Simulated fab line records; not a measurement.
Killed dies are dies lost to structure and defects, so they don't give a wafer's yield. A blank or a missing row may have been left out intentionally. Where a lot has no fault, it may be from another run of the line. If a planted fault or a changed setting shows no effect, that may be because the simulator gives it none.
Which of the tools did it? :: flow nandHarc :: Sampling: 13 lots, 39 wafers, 5 of 1159 route steps

WHAT THE GAUGES SHOWED, per wafer
NHARC_A_SLIT_INSPECT_11. Usual: rawDefectCount reads 22 (standard deviation 9.1).
lot: L452
measured: day 14 17:16
on: defectInspect-02
rawDefectCount: 27 25 17
flag: 

lot: L449
measured: day 14 17:26
on: defectInspect-01
rawDefectCount: 20 18 32
flag: 

lot: L451
measured: day 14 17:35
on: defectInspect-02
rawDefectCount: 15 14 16
flag: 

lot: L450
measured: day 14 19:14
on: defectInspect-01
rawDefectCount: 18 27 16
flag: 

lot: L457
measured: day 16 14:58
on: defectInspect-02
rawDefectCount: 16 23 17
flag: 

lot: L460
measured: day 17 07:20
on: defectInspect-01
rawDefectCount: 11 9 10
flag: 

lot: L462
measured: day 17 18:55
on: defectInspect-02
rawDefectCount: 28 39 25
flag: 

lot: L464
measured: day 18 06:43
on: defectInspect-01
rawDefectCount: 42 31 31
flag: 

lot: L466
measured: day 18 21:14
on: defectInspect-01
rawDefectCount: 7 6 12
flag: 

lot: L465
measured: day 19 04:53
on: defectInspect-02
rawDefectCount: 37 33 20
flag: 

lot: L469
measured: day 19 19:33
on: defectInspect-01
rawDefectCount: 39 49 31
flag: 

lot: L470
measured: day 19 19:55
on: defectInspect-01
rawDefectCount: 19 21 12
flag: 

lot: L471
measured: day 20 08:14
on: defectInspect-02
rawDefectCount: 17 19 17
flag: 

NHARC_END_SORT_01. Usual: killedAtArray 27, standard deviation 8; killedAtOther 0.8, standard deviation 1.2; killedAtPeriphery 3.3, standard deviation 2.3; killedDies 31, standard deviation 8.8; killedOpen 3.2, standard deviation 2.1; killedShort 2.1, standard deviation 1.4.
lot: L449
measured: day 20 05:32
on: prober-02
killedAtArray: 677 677 674
killedAtOther: 0 0 1
killedAtPeriphery: 0 0 2
killedDies: 677 677 677
killedOpen: 3 5 2
killedShort: 3 1 3
flag: OFF

lot: L451
measured: day 20 06:18
on: prober-01
killedAtArray: 668 669 667
killedAtOther: 0 0 0
killedAtPeriphery: 9 8 10
killedDies: 677 677 677
killedOpen: 3 5 4
killedShort: 3 2 5
flag: OFF

lot: L450
measured: day 20 14:07
on: prober-01
killedAtArray: 674 673 674
killedAtOther: 1 0 0
killedAtPeriphery: 2 4 3
killedDies: 677 677 677
killedOpen: 3 0 6
killedShort: 2 6 5
flag: OFF

WHAT TOOL EACH LOT RAN ON (gives the tool, then ch and the chambers of the sampled wafers, and finally the start)
lot: L452
NHARC_A_WL_FILL_ALD_00: aldHk-01 ch 0,3, day 15 04:52
NHARC_A_WL_FILL_RTA_01: rtpAnneal-02 ch 0, day 15 05:06
NHARC_A_WL_FILL_ETCHBACK_04: rieMetal-03 ch 0,1, day 15 10:26

lot: L449
NHARC_A_WL_FILL_ALD_00: aldHk-01 ch 1,2, day 15 05:02
NHARC_A_WL_FILL_RTA_01: rtpAnneal-01 ch 0, day 15 05:16
NHARC_A_WL_FILL_ETCHBACK_04: rieMetal-01 ch 0,1, day 15 10:54

lot: L451
NHARC_A_WL_FILL_ALD_00: aldHk-01 ch 0,3, day 15 05:11
NHARC_A_WL_FILL_RTA_01: rtpAnneal-02 ch 0, day 15 05:28
NHARC_A_WL_FILL_ETCHBACK_04: rieMetal-02 ch 0,1, day 15 13:17

lot: L450
NHARC_A_WL_FILL_ALD_00: aldHk-02 ch 2,3, day 15 08:25
NHARC_A_WL_FILL_RTA_01: rtpAnneal-02 ch 0, day 15 08:43
NHARC_A_WL_FILL_ETCHBACK_04: rieMetal-02 ch 1, day 15 16:34

lot: L457
NHARC_A_WL_FILL_ALD_00: aldHk-03 ch 1,3, day 17 04:09
NHARC_A_WL_FILL_RTA_01: rtpAnneal-02 ch 0, day 17 04:23
NHARC_A_WL_FILL_ETCHBACK_04: rieMetal-03 ch 0,1, day 17 08:25

lot: L460
NHARC_A_WL_FILL_ALD_00: aldHk-01 ch 0,2,3, day 17 18:34
NHARC_A_WL_FILL_RTA_01: rtpAnneal-02 ch 0, day 17 19:01
NHARC_A_WL_FILL_ETCHBACK_04: rieMetal-02 ch 0, day 18 02:41

lot: L462
NHARC_A_WL_FILL_ALD_00: aldHk-01 ch 0,1,2, day 18 09:09
NHARC_A_WL_FILL_RTA_01: rtpAnneal-02 ch 0, day 18 09:38
NHARC_A_WL_FILL_ETCHBACK_04: rieMetal-02 ch 0,1, day 18 16:17

lot: L464
NHARC_A_WL_FILL_ALD_00: aldHk-01 ch 0,1,2, day 18 17:58
NHARC_A_WL_FILL_RTA_01: rtpAnneal-01 ch 0, day 18 18:11
NHARC_A_WL_FILL_ETCHBACK_04: rieMetal-01 ch 0,1, day 18 22:31

lot: L466
NHARC_A_WL_FILL_ALD_00: aldHk-02 ch 0,1,2, day 19 08:17
NHARC_A_WL_FILL_RTA_01: rtpAnneal-01 ch 0, day 19 08:43
NHARC_A_WL_FILL_ETCHBACK_04: rieMetal-01 ch 0,1, day 19 17:43

lot: L465
NHARC_A_WL_FILL_ALD_00: aldHk-01 ch 1,2, day 19 18:56
NHARC_A_WL_FILL_RTA_01: rtpAnneal-02 ch 0, day 19 19:11
NHARC_A_WL_FILL_ETCHBACK_04: rieMetal-01 ch 0,1, day 20 01:13

lot: L469
NHARC_A_WL_FILL_ALD_00: aldHk-01 ch 0,1,3, day 20 10:26
NHARC_A_WL_FILL_RTA_01: rtpAnneal-02 ch 0, day 20 10:42
NHARC_A_WL_FILL_ETCHBACK_04: rieMetal-02 ch 0,1, day 20 19:04

lot: L470
NHARC_A_WL_FILL_ALD_00: aldHk-01 ch 0,2,3, day 20 10:17
NHARC_A_WL_FILL_RTA_01: rtpAnneal-01 ch 0, day 20 10:35
NHARC_A_WL_FILL_ETCHBACK_04: rieMetal-01 ch 0,1, day 20 17:49

lot: L471
NHARC_A_WL_FILL_ALD_00: aldHk-01 ch 1,2, day 20 19:22
NHARC_A_WL_FILL_RTA_01: rtpAnneal-01 ch 0, day 20 19:47
NHARC_A_WL_FILL_ETCHBACK_04: rieMetal-03 ch 0, day 21 05:42
- NHARC_A_WL_FILL_ALD_00: deposits Al2O3, target thk 3 nm, pulse time 3 s, ald cycles 30.
- NHARC_A_WL_FILL_RTA_01: time 5 s.
- NHARC_A_WL_FILL_ETCHBACK_04: etches the open film in NF3, target depth 60 nm, time 120 s.

AS READ BY THE TOOLS THEMSELVES (means over the sampled wafers that have a number; for cases with no such wafer, the mark the record gives instead)
NHARC_A_WL_FILL_ALD_00. Usual: heaterPowerW 492 W, standard deviation 69; precursorPulseHeightRel 1.000, standard deviation 0.02.
lot: L452
tool: aldHk-01
heaterPowerW (W): 482
precursorPulseHeightRel: 0.980
flag: 

lot: L449
tool: aldHk-01
heaterPowerW (W): 489
precursorPulseHeightRel: 0.991
flag: 

lot: L451
tool: aldHk-01
heaterPowerW (W): 544
precursorPulseHeightRel: 0.988
flag: 

lot: L450
tool: aldHk-02
heaterPowerW (W): 539
precursorPulseHeightRel: 1.020
flag: 

lot: L457
tool: aldHk-03
heaterPowerW (W): 460
precursorPulseHeightRel: 0.997
flag: 

lot: L460
tool: aldHk-01
heaterPowerW (W): 513
precursorPulseHeightRel: 0.989
flag: 

lot: L462
tool: aldHk-01
heaterPowerW (W): 449
precursorPulseHeightRel: 1.020
flag: 

lot: L464
tool: aldHk-01
heaterPowerW (W): 448
precursorPulseHeightRel: 1.000
flag: 

lot: L466
tool: aldHk-02
heaterPowerW (W): 490
precursorPulseHeightRel: 1.009
flag: 

lot: L465
tool: aldHk-01
heaterPowerW (W): 502
precursorPulseHeightRel: 0.971
flag: 

lot: L469
tool: aldHk-01
heaterPowerW (W): 478
precursorPulseHeightRel: 1.018
flag: 

lot: L470
tool: aldHk-01
heaterPowerW (W): 498
precursorPulseHeightRel: 1.009
flag: 

lot: L471
tool: aldHk-01
heaterPowerW (W): 506
precursorPulseHeightRel: 1.000
flag: 

NHARC_A_WL_FILL_RTA_01. Usual: lampPowerPct 26.0 %, standard deviation 2.9; lamp_zone_3_pct 26.0 %, standard deviation 2.9; wafer_temp_C_max 1003.2, standard deviation 0.92.
lot: L452
tool: rtpAnneal-02
lampPowerPct (%): 23.2
lamp_zone_3_pct (%): 23.2
wafer_temp_C_max: 1004.8
flag: 

lot: L449
tool: rtpAnneal-01
lampPowerPct (%): 28.9
lamp_zone_3_pct (%): 28.9
wafer_temp_C_max: 1003.1
flag: 

lot: L451
tool: rtpAnneal-02
lampPowerPct (%): 23.1
lamp_zone_3_pct (%): 23.1
wafer_temp_C_max: 1003.4
flag: 

lot: L450
tool: rtpAnneal-02
lampPowerPct (%): 23.1
lamp_zone_3_pct (%): 23.1
wafer_temp_C_max: 1005.1
flag: 

lot: L457
tool: rtpAnneal-02
lampPowerPct (%): 23.1
lamp_zone_3_pct (%): 23.1
wafer_temp_C_max: 1003.8
flag: 

lot: L460
tool: rtpAnneal-02
lampPowerPct (%): 23.2
lamp_zone_3_pct (%): 23.1
wafer_temp_C_max: 1003.2
flag: 

lot: L462
tool: rtpAnneal-02
lampPowerPct (%): 23.1
lamp_zone_3_pct (%): 23.2
wafer_temp_C_max: 1003.3
flag: 

lot: L464
tool: rtpAnneal-01
lampPowerPct (%): 28.9
lamp_zone_3_pct (%): 28.9
wafer_temp_C_max: 1002.0
flag: 

lot: L466
tool: rtpAnneal-01
lampPowerPct (%): 28.9
lamp_zone_3_pct (%): 28.9
wafer_temp_C_max: 1002.6
flag: 

lot: L465
tool: rtpAnneal-02
lampPowerPct (%): 23.2
lamp_zone_3_pct (%): 23.2
wafer_temp_C_max: 1003.5
flag: 

lot: L469
tool: rtpAnneal-02
lampPowerPct (%): 23.1
lamp_zone_3_pct (%): 23.2
wafer_temp_C_max: 1003.6
flag: 

lot: L470
tool: rtpAnneal-01
lampPowerPct (%): 28.9
lamp_zone_3_pct (%): 28.9
wafer_temp_C_max: 1002.2
flag: 

lot: L471
tool: rtpAnneal-01
lampPowerPct (%): 28.9
lamp_zone_3_pct (%): 28.9
wafer_temp_C_max: 1003.2
flag: 

NHARC_A_WL_FILL_ETCHBACK_04. Usual: chamberPressureMTorr 300.02 mTorr, standard deviation 0.27; drypumpMotorCurrentA 5.7 A, standard deviation 0.35; oesProductAu 0.999 a.u., standard deviation 0.008.
lot: L452
tool: rieMetal-03
chamberPressureMTorr (mTorr): 300.02
drypumpMotorCurrentA (A): 5.9
oesProductAu (a.u.): 0.998
flag: 

lot: L449
tool: rieMetal-01
chamberPressureMTorr (mTorr): -
drypumpMotorCurrentA (A): -
oesProductAu (a.u.): -
flag: OFF

lot: L451
tool: rieMetal-02
chamberPressureMTorr (mTorr): -
drypumpMotorCurrentA (A): -
oesProductAu (a.u.): -
flag: OFF

lot: L450
tool: rieMetal-02
chamberPressureMTorr (mTorr): -
drypumpMotorCurrentA (A): -
oesProductAu (a.u.): -
flag: OFF

lot: L457
tool: rieMetal-03
chamberPressureMTorr (mTorr): 300.07
drypumpMotorCurrentA (A): 5.8
oesProductAu (a.u.): 1.001
flag: 

lot: L460
tool: rieMetal-02
chamberPressureMTorr (mTorr): 299.71
drypumpMotorCurrentA (A): 4.9
oesProductAu (a.u.): 1.013
flag: 

lot: L462
tool: rieMetal-02
chamberPressureMTorr (mTorr): 300.17
drypumpMotorCurrentA (A): 5.7
oesProductAu (a.u.): 1.003
flag: 

lot: L464
tool: rieMetal-01
chamberPressureMTorr (mTorr): 300.15
drypumpMotorCurrentA (A): 5.6
oesProductAu (a.u.): 1.001
flag: 

lot: L466
tool: rieMetal-01
chamberPressureMTorr (mTorr): 299.80
drypumpMotorCurrentA (A): 5.6
oesProductAu (a.u.): 0.991
flag: 

lot: L465
tool: rieMetal-01
chamberPressureMTorr (mTorr): 299.98
drypumpMotorCurrentA (A): 5.6
oesProductAu (a.u.): 1.008
flag: 

lot: L469
tool: rieMetal-02
chamberPressureMTorr (mTorr): 299.87
drypumpMotorCurrentA (A): 5.3
oesProductAu (a.u.): 1.002
flag: 

lot: L470
tool: rieMetal-01
chamberPressureMTorr (mTorr): 300.01
drypumpMotorCurrentA (A): 5.7
oesProductAu (a.u.): 1.004
flag: 

lot: L471
tool: rieMetal-03
chamberPressureMTorr (mTorr): 299.98
drypumpMotorCurrentA (A): 6.0
oesProductAu (a.u.): 1.005
flag: 

THE ANSWER, worked out from the rows above alone
Rule: a lot counts as off when the mean over its wafers that have a number is more than 3 standard deviations away from the usual mean. A lot without any number at a reading at which 4 lots or more have one is off too. Any other lot the step has rows for is counted as sound. The gauges are gone through in route order, then the tools' own readings, and for those a lot's mean is taken as printed above. At the first step where some lot is off, the reading lying furthest off is the one used; lots without a number count as furthest.
Off, at NHARC_END_SORT_01 on killedAtArray: L449, L451, L450. Neither off nor sound, because the step has no rows for them: L452, L457, L460, L462, L464, L466, L465, L469, L470, L471.
If a tool, at a process step before that reading, ran all the lots that are off and no sound lot after the first of them, it fits. The gauges at NHARC_END_SORT_01 aren't tried: what is off there is off at NHARC_A_WL_FILL_ETCHBACK_04 too, on other tools, and a gauge's error can't cause that. None of those tried fits.

WHAT WAS PUT IN BY THE SIMULATOR
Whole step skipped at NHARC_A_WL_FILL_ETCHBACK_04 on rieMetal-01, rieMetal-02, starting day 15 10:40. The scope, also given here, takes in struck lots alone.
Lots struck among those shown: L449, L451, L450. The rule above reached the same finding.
